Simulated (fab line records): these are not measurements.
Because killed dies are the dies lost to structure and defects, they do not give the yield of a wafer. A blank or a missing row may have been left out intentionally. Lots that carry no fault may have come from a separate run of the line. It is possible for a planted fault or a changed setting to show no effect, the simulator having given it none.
Matching of chambers | flow nand_harc | 3 sister chambers for NHARC_P_CONTACT_ALD_22 on ald_metal-02
The step deposits TiN, target thk 3 nm, pulse time 1 s, ald cycles 150. 3 wafers are shown with their chamber, then 5 later ones without.

WAFERS, EACH WITH ITS CHAMBER
wafer  | chamber | heater_power_w (W)
L693.2 | 3       | 1251
L695.1 | 0       | 999
L695.5 | 2       | 1141

WAFERS MISSING THEIR CHAMBER
wafer  | heater_power_w (W)
L698.1 | 1195
L698.2 | 968
L698.5 | 1164
L699.2 | 1159
L699.5 | 1158

THE CHAMBER EACH PASSED THROUGH
wafer  | from the rows above     | in truth
L698.1 | can't be placed: 2 or 3 | 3
L698.2 | 0                       | 0
L698.5 | 2                       | 2
L699.2 | 2                       | 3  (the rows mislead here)
L699.5 | 2                       | 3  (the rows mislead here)
2 of 5 placed correctly. Not placeable from these rows: 1 (in 1, the candidates include the true chamber). 2 placed wrongly.
How it was worked out, from the rows above alone: a wafer's distance from a chamber is the root of the sum, over the readings, of the square of ((its reading less the chamber's mean) divided by the reading's scatter). The wafer belongs to the nearest chamber; if the next one is less than 2 further off, it can't be placed. The mean given for a chamber averages the wafers shown for that chamber. The scatter: with one shown wafer a chamber, the root of the mean of the squares of how far each hidden wafer lies from its nearest shown one.
